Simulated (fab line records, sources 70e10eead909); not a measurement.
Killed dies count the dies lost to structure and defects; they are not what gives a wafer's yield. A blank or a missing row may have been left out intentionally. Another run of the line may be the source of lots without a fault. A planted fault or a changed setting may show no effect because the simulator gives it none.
fab line records ; flow nand_harc
record lots=12; wafers=36; last_day=33
route steps=1302 shown P_START@1 P_ZERO_WELL@26 P_STI@88 P_GATE@132 END@1302
lots that met no fault: taken from a fault-free run of the same line
start_h: the number of hours between the record's first day and the start of the first shown wafer of the lot ; wait_h: how many hours have passed since the lot's step before this one ; " the same as in the row above ; L1.1+2: a row that stands for several wafers ; - either no value or no given start ; * or withheld: withheld ; < > ~ a bound
route shown NAME@n: NAME is a module with steps in the file, n the number in the route of the first one ; usual: mean/standard deviation taken from wafers without a fault ; same: alike in all rows ; chamber/n: place in a boat ; sites: readings site by site ; _std_site: the standard deviation of these ; _edge_site: the outer-site mean with the inner-site mean subtracted ; radius_mm: for every site, how far away it sits from the centre of the wafer ; mask NAME#n: copy n ; behind: the last tool/chamber to shape the wafer ; hold: the reason the lot was held/the length of the hold in hours/how it ended ; device: whichever transistor did not switch (one of n, p or np) ; end of line: the same wafers' tests at the end of the route ; a step without rows: its recipe alone ; killed: at the first sort, the dies lost to defects and structure; wafer yield is something else ; map: a wafer's dies, x killed, . not, _ none there
set.NAME: the setting that was run; set.NAME@STEP: the one run at that earlier step ; model.NAME: the simulator's own value behind a step, which no gauge read
the route's steps for a sample of lots (tables are steps, rows are wafers)
services: when a tool's chamber went out of use (start_h, in hours from the record's first day, below 0 if earlier), for how many hours, and the reason
## steps
# step NHARC_P_START_INSPECT_01
# usual raw_defect_count=3.9/2.5
lot.wafer;tool;chamber;start_h;wait_h;raw_defect_count
L780.3;defect_inspect-02;-;40.04;-;2
L780.4;defect_inspect-02;-;40.04;-;3
L780.5;defect_inspect-02;-;40.04;-;9
L782.1;defect_inspect-02;-;60.04;-;5
L782.2;defect_inspect-02;-;60.04;-;1
L782.5;defect_inspect-02;-;60.04;-;4
L784.3;defect_inspect-02;-;80.04;-;2
L784.5;defect_inspect-02;-;80.04;-;2
L784.6;defect_inspect-02;-;80.04;-;1
L785.1;defect_inspect-01;-;90.04;-;7
L785.2;defect_inspect-01;-;90.04;-;4
L785.3;defect_inspect-01;-;90.04;-;7
L788.2;defect_inspect-02;-;120.04;-;2
L788.4;defect_inspect-02;-;120.04;-;1
L788.6;defect_inspect-02;-;120.04;-;4
L789.4;defect_inspect-01;-;130.04;-;3
L789.5;defect_inspect-01;-;130.04;-;6
L789.6;defect_inspect-01;-;130.04;-;2
L790.3;defect_inspect-01;-;140.05;-;4
L790.4;defect_inspect-01;-;140.05;-;2
L790.6;defect_inspect-01;-;140.05;-;4
L792.1;defect_inspect-01;-;160.04;-;4
L792.4;defect_inspect-01;-;160.04;-;7
L792.5;defect_inspect-01;-;160.04;-;6
L793.1;defect_inspect-01;-;170.04;-;3
L793.3;defect_inspect-01;-;170.04;-;2
L793.6;defect_inspect-01;-;170.04;-;6
L794.3;defect_inspect-02;-;180.04;-;5
L794.4;defect_inspect-02;-;180.04;-;5
L794.5;defect_inspect-02;-;180.04;-;2
L800.3;defect_inspect-01;-;240.04;-;5
L800.5;defect_inspect-01;-;240.04;-;2
L800.6;defect_inspect-01;-;240.04;-;8
L801.3;defect_inspect-02;-;250.05;-;5
L801.4;defect_inspect-02;-;250.05;-;1
L801.6;defect_inspect-02;-;250.05;-;13
# step NHARC_P_ZERO_WELL_EXPOSE_21
# recipe na=0.6; target_cd_nm=720; dose_mj=22.31; mask_id=P_NWELL
# usual exposure_dose_mJ_cm2=22.308/0.021; stage_vel_mm_s=500.05/0.25
lot.wafer;tool;chamber;start_h;wait_h;mask;exposure_dose_mJ_cm2;stage_vel_mm_s
L780.3;krf_scanner-04;0;42.18;-;P_NWELL#0;22.325;499.99
L780.4;krf_scanner-04;0;42.18;-;P_NWELL#0;22.308;500.18
L780.5;krf_scanner-04;0;42.18;-;P_NWELL#0;22.297;500.03
L782.1;krf_scanner-04;0;62.47;-;P_NWELL#0;22.279;499.60
L782.2;krf_scanner-04;0;62.47;-;P_NWELL#0;22.321;500.03
L782.5;krf_scanner-04;0;62.47;-;P_NWELL#0;22.323;500.02
L784.3;krf_scanner-02;0;82.31;-;P_NWELL#0;22.300;499.81
L784.5;krf_scanner-02;0;82.31;-;P_NWELL#0;22.251;500.11
L784.6;krf_scanner-02;0;82.31;-;P_NWELL#0;22.295;499.86
L785.1;krf_scanner-02;0;92.30;-;P_NWELL#0;22.271;499.98
L785.2;krf_scanner-02;0;92.30;-;P_NWELL#0;22.272;500.01
L785.3;krf_scanner-02;0;92.30;-;P_NWELL#0;22.294;500.32
L788.2;krf_scanner-04;0;122.18;-;P_NWELL#0;22.283;500.71
L788.4;krf_scanner-04;0;122.18;-;P_NWELL#0;22.350;500.30
L788.6;krf_scanner-04;0;122.18;-;P_NWELL#0;22.314;499.90
L789.4;krf_scanner-04;0;132.53;-;P_NWELL#0;22.293;499.76
L789.5;krf_scanner-04;0;132.53;-;P_NWELL#0;22.310;499.97
L789.6;krf_scanner-04;0;132.53;-;P_NWELL#0;22.325;499.64
L790.3;krf_scanner-02;0;142.43;-;P_NWELL#0;22.350;499.35
L790.4;krf_scanner-02;0;142.43;-;P_NWELL#0;22.320;499.95
L790.6;krf_scanner-02;0;142.43;-;P_NWELL#0;22.324;499.96
L792.1;krf_scanner-04;0;162.33;-;P_NWELL_R1#0;22.318;500.25
L792.4;krf_scanner-04;0;162.33;-;P_NWELL_R1#0;22.275;500.23
L792.5;krf_scanner-04;0;162.33;-;P_NWELL_R1#0;22.311;500.05
L793.1;krf_scanner-03;0;172.42;-;P_NWELL#0;22.297;500.05
L793.3;krf_scanner-03;0;172.42;-;P_NWELL#0;22.298;500.18
L793.6;krf_scanner-03;0;172.42;-;P_NWELL#0;22.280;500.23
L794.3;krf_scanner-02;0;182.49;-;P_NWELL#0;22.335;500.05
L794.4;krf_scanner-02;0;182.49;-;P_NWELL#0;22.295;499.86
L794.5;krf_scanner-02;0;182.49;-;P_NWELL#0;22.333;500.18
L800.3;krf_scanner-02;0;242.49;-;P_NWELL#0;22.310;499.92
L800.5;krf_scanner-02;0;242.49;-;P_NWELL#0;22.316;500.12
L800.6;krf_scanner-02;0;242.49;-;P_NWELL#0;22.307;500.14
L801.3;krf_scanner-03;0;252.48;-;P_NWELL#0;22.323;500.13
L801.4;krf_scanner-03;0;252.48;-;P_NWELL#0;22.309;500.63
L801.6;krf_scanner-03;0;252.48;-;P_NWELL#0;22.308;500.11
# step NHARC_P_ZERO_WELL_CD_MEAS_24
# recipe target_cd_nm=720; landing_energy_ev=500
# usual cd_nm=719.7/1.6
lot.wafer;tool;chamber;start_h;wait_h;cd_nm
L780.3;cd_sem-01;0;42.33;-;723.0
L780.4;cd_sem-01;0;42.33;-;718.8
L780.5;cd_sem-01;0;42.33;-;719.4
L782.1;cd_sem-01;0;62.63;-;722.6
L782.2;cd_sem-01;0;62.63;-;720.0
L782.5;cd_sem-01;0;62.63;-;718.8
L784.3;cd_sem-02;0;82.46;-;722.1
L784.5;cd_sem-02;0;82.46;-;720.3
L784.6;cd_sem-02;0;82.46;-;718.6
L785.1;cd_sem-01;0;92.45;-;718.4
L785.2;cd_sem-01;0;92.45;-;721.2
L785.3;cd_sem-01;0;92.45;-;722.7
L788.2;cd_sem-02;0;122.33;-;719.7
L788.4;cd_sem-02;0;122.33;-;720.3
L788.6;cd_sem-02;0;122.33;-;719.6
L789.4;cd_sem-03;0;132.67;-;717.7
L789.5;cd_sem-03;0;132.67;-;720.7
L789.6;cd_sem-03;0;132.67;-;718.4
L790.3;cd_sem-02;0;142.59;-;718.1
L790.4;cd_sem-02;0;142.59;-;720.5
L790.6;cd_sem-02;0;142.59;-;717.5
L792.1;cd_sem-01;0;162.49;-;705.8
L792.4;cd_sem-01;0;162.49;-;705.4
L792.5;cd_sem-01;0;162.49;-;702.7
L793.1;cd_sem-01;0;172.58;-;719.1
L793.3;cd_sem-01;0;172.58;-;718.1
L793.6;cd_sem-01;0;172.58;-;719.2
L794.3;cd_sem-01;0;182.64;-;719.8
L794.4;cd_sem-01;0;182.64;-;719.0
L794.5;cd_sem-01;0;182.64;-;720.2
L800.3;cd_sem-03;0;242.64;-;723.2
L800.5;cd_sem-03;0;242.64;-;719.6
L800.6;cd_sem-03;0;242.64;-;722.3
L801.3;cd_sem-01;0;252.63;-;719.8
L801.4;cd_sem-01;0;252.63;-;721.9
L801.6;cd_sem-01;0;252.63;-;719.2
# step NHARC_P_STI_ETCH_42
# recipe target_depth_a=800; overetch_a=240; time_s=61; ion_energy_ev=200; n2_flow_sccm=150; h2_flow_sccm=150; ar_flow_sccm=0; rf_w=400; bias_w=150; chemistry=N2/H2
# usual drypump_motor_current_A=5.56/0.28; oes_product_au=1.009/0.0094; rf_vpp_V=430.7/2.6; showerhead_plenum_p_Torr=2.04/0.087; throttle_valve_pct=14.172/0.0089
lot.wafer;tool;chamber;start_h;wait_h;drypump_motor_current_A;oes_product_au;rf_hours_counter_h;rf_vpp_V;showerhead_plenum_p_Torr;throttle_valve_pct
L780.4;rie_diel-10;0;62.75;0.1;5.07;0.995;8;427.5;1.96;14.182
L780.3;rie_diel-10;1;62.75;0.1;5.60;0.996;9;434.3;2.20;14.173
L780.5;rie_diel-10;1;62.75;0.1;5.60;1.004;-;435.7;2.20;14.155
L782.2;rie_diel-10;3;83.21;0.1;5.64;1.010;0;432.6;2.04;14.173
L782.1;rie_diel-10;2;83.21;0.1;5.51;0.995;0;429.2;2.01;14.163
L782.5;rie_diel-10;3;83.21;0.1;5.66;1.007;-;430.0;2.04;14.161
L784.3;rie_diel-05;0;103.15;0.1;5.49;1.007;3;430.5;2.00;14.164
L784.6;rie_diel-05;2;103.15;0.1;5.86;0.996;-;427.6;1.92;14.189
L784.5;rie_diel-05;3;103.15;0.1;5.44;1.010;-;428.3;1.99;14.179
L785.3;rie_diel-11;2;112.73;0.1;5.22;0.988;3;433.6;2.14;14.181
L785.2;rie_diel-11;0;112.73;0.1;5.49;0.999;2;430.8;2.06;14.167
L785.1;rie_diel-11;1;112.73;0.1;5.99;0.995;2;433.8;2.15;14.164
L788.2;rie_diel-10;0;144.74;0.1;5.09;1.001;3;427.1;1.96;14.173
L788.4;rie_diel-10;2;144.74;0.1;5.50;1.009;4;429.3;2.01;14.166
L788.6;rie_diel-10;0;144.74;0.1;5.10;1.009;-;428.0;1.96;14.165
L789.4;rie_diel-10;3;155.00;0.1;5.66;1.021;4;430.3;2.04;14.174
L789.6;rie_diel-10;2;155.00;0.1;5.48;1.009;-;431.1;2.01;14.167
L789.5;rie_diel-10;3;155.00;0.1;5.65;1.017;-;431.5;2.04;14.181
L790.3;rie_diel-10;0;164.48;0.1;5.06;1.011;4;428.7;1.95;14.176
L790.4;rie_diel-10;1;164.48;0.1;5.59;1.020;4;435.3;2.20;14.167
L790.6;rie_diel-10;0;164.48;0.1;5.08;1.002;-;428.0;1.96;14.178
L792.1;rie_diel-10;0;183.47;0.1;5.05;1.011;5;427.6;1.95;14.168
L792.4;rie_diel-10;2;183.47;0.1;5.48;1.004;5;428.9;2.01;14.170
L792.5;rie_diel-10;3;183.47;0.1;5.66;1.005;-;430.9;2.04;14.170
L793.1;rie_diel-05;2;193.25;0.1;5.83;1.011;10;427.0;1.92;14.168
L793.3;rie_diel-05;0;193.25;0.1;5.50;1.015;9;428.8;2.00;14.187
L793.6;rie_diel-05;2;193.25;0.1;5.83;1.017;-;428.3;1.92;14.178
L794.4;rie_diel-10;3;204.45;0.1;5.66;1.017;5;428.6;2.04;14.171
L794.3;rie_diel-10;2;204.45;0.1;5.51;1.005;6;429.0;2.01;14.167
L794.5;rie_diel-10;3;204.45;0.1;5.67;1.012;-;430.9;2.04;14.159
L800.3;rie_diel-10;0;262.94;0.1;5.11;1.005;1;428.4;1.95;14.165
L800.6;rie_diel-10;1;262.94;0.1;5.62;1.023;-;434.9;2.20;14.174
L800.5;rie_diel-10;2;262.94;0.1;5.55;1.013;-;429.0;2.01;14.157
L801.3;rie_diel-10;0;273.15;0.1;5.06;0.998;1;427.7;1.95;14.163
L801.4;rie_diel-10;1;273.15;0.1;5.61;1.013;1;435.7;2.20;14.170
L801.6;rie_diel-10;3;273.15;0.1;5.66;0.987;-;430.1;2.04;14.163
# step NHARC_P_GATE_DEP_103
# recipe target_thk_a=300; target_thk_nm=30; temp_c=400; flow_sccm=200; rf_w=350; material=SiON
# usual heater_power_w=727/100
lot.wafer;tool;chamber;start_h;wait_h;heater_power_w
L780.3;pecvd-02;2;111.80;0.4;711
L780.5;pecvd-02;1;111.80;0.4;694
L780.4;pecvd-02;0;111.80;0.4;735
L782.1;pecvd-04;0;132.37;0.6;720
L782.2;pecvd-04;2;132.37;0.6;645
L782.5;pecvd-04;0;132.37;0.6;748
L784.3;pecvd-03;2;156.52;0.4;662
L784.5;pecvd-03;1;156.52;0.4;768
L784.6;pecvd-03;2;156.52;0.4;664
L785.3;pecvd-03;1;163.09;0.3;794
L785.2;pecvd-03;2;163.09;0.3;637
L785.1;pecvd-03;0;163.09;0.3;776
L788.2;pecvd-02;0;201.39;0.5;705
L788.6;pecvd-02;2;201.39;0.5;693
L788.4;pecvd-02;0;201.39;0.5;710
L789.5;pecvd-03;2;203.80;0.2;615
L789.6;pecvd-03;0;203.80;0.2;715
L789.4;pecvd-03;1;203.80;0.2;910
L790.3;pecvd-03;2;212.05;0.3;523
L790.6;pecvd-03;0;212.05;0.3;800
L790.4;pecvd-03;1;212.05;0.3;917
L792.1;pecvd-03;2;244.26;0.6;595
L792.4;pecvd-03;0;244.26;0.6;817
L792.5;pecvd-03;1;244.26;0.6;938
L793.1;pecvd-02;2;244.57;0.6;805
L793.3;pecvd-02;0;244.57;0.6;682
L793.6;pecvd-02;1;244.57;0.6;671
L794.3;pecvd-03;0;261.86;0.6;734
L794.5;pecvd-03;1;261.86;0.6;937
L794.4;pecvd-03;2;261.86;0.6;637
L800.3;pecvd-04;1;319.18;0.4;866
L800.6;pecvd-04;2;319.18;0.4;735
L800.5;pecvd-04;0;319.18;0.4;597
L801.3;pecvd-03;1;323.71;0.3;873
L801.4;pecvd-03;1;323.71;0.3;907
L801.6;pecvd-03;0;323.71;0.3;739
# step NHARC_END_SORT_01
# recipe temp_c=25
# usual killed_at_array=57/19; killed_at_other=0.9/1.1; killed_at_periphery=4.0/2.6; killed_dies=62/19; killed_open=3.3/1.8; killed_short=2.4/1.7
# same gross_dies=677
lot.wafer;tool;chamber;start_h;wait_h;killed_at_array;killed_at_other;killed_at_periphery;killed_dies;killed_open;killed_short
L792.4;prober-01;0;716.86;3.4;20;2;2;24;5;2
# killed by level:class
L792.4 A_CHANNEL_HOLE_D1:chamber_film_flake=9 A_CHANNEL_FILL_D2:geometric_particle:open=2 A_SLIT:chamber_film_flake=2 A_M1:chamber_film_flake=2 THIN_TSV:chamber_film_flake=2 P_CONTACT:geometric_particle:open=1 A_ONON_D1:geometric_particle:short=1 A_CHANNEL_HOLE_D1:geometric_particle:open=1
## services
tool;chamber;start_h;hours;kind
pecvd-04;0;19.14;4.9;repair
rie_diel-10;3;27.67;6.0;repair
rie_diel-10;1;29.36;1.6;repair
rie_diel-05;3;30.46;6.3;repair
pecvd-02;-;46.47;13.0;pm
rie_diel-10;-;65.56;9.0;pm
krf_scanner-02;-;94.00;4.0;pm
rie_diel-10;1;95.70;4.4;repair
pecvd-02;-;108.87;0.6;repair
pecvd-02;-;160.07;1.4;repair
rie_diel-10;-;166.31;1.8;repair
krf_scanner-04;-;167.86;0.7;repair
krf_scanner-04;-;182.00;4.0;pm
pecvd-03;-;185.18;13.0;pm
rie_diel-10;0;227.15;1.7;repair
pecvd-02;-;227.47;13.0;pm
rie_diel-10;2;232.25;6.5;repair
rie_diel-10;-;242.56;9.0;pm
krf_scanner-02;-;266.00;4.0;pm
pecvd-02;1;288.40;9.3;repair
krf_scanner-04;-;289.27;0.5;repair
krf_scanner-04;-;295.17;2.1;repair
rie_diel-10;1;296.63;9.2;repair
krf_scanner-04;-;304.77;0.2;repair
## key
first_sign step=NHARC_P_ZERO_WELL_EXPOSE_21; reading=mask; direction=changed
effect step=NHARC_P_ZERO_WELL_CD_MEAS_24; reading=cd_nm; direction=down; sigmas=9.4; usual=719.7; struck=704.6
met_at NHARC_P_ZERO_WELL_EXPOSE_21
struck_lots L792
tester_left_out L792
not_acting_at NHARC_P_START_INSPECT_01,NHARC_P_STI_ETCH_42,NHARC_P_GATE_DEP_103
onset_between 132.53 162.33
fault kind=wrong_mask; tool=any; chamber=-; onset_h=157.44; steps=NHARC_P_ZERO_WELL_EXPOSE_21; aux_copy=P_NWELL_R1#0; cd_offset_nm=-17.187; scope=struck_lots_only
# tester_left_out: of these lots the tester's yield and bins aren't shown, on N5 and GAA mostly nor the transistor test; their killed dies are dies lost to structure and defects alone, not to doping, threshold or leakage, so they don't give the yield
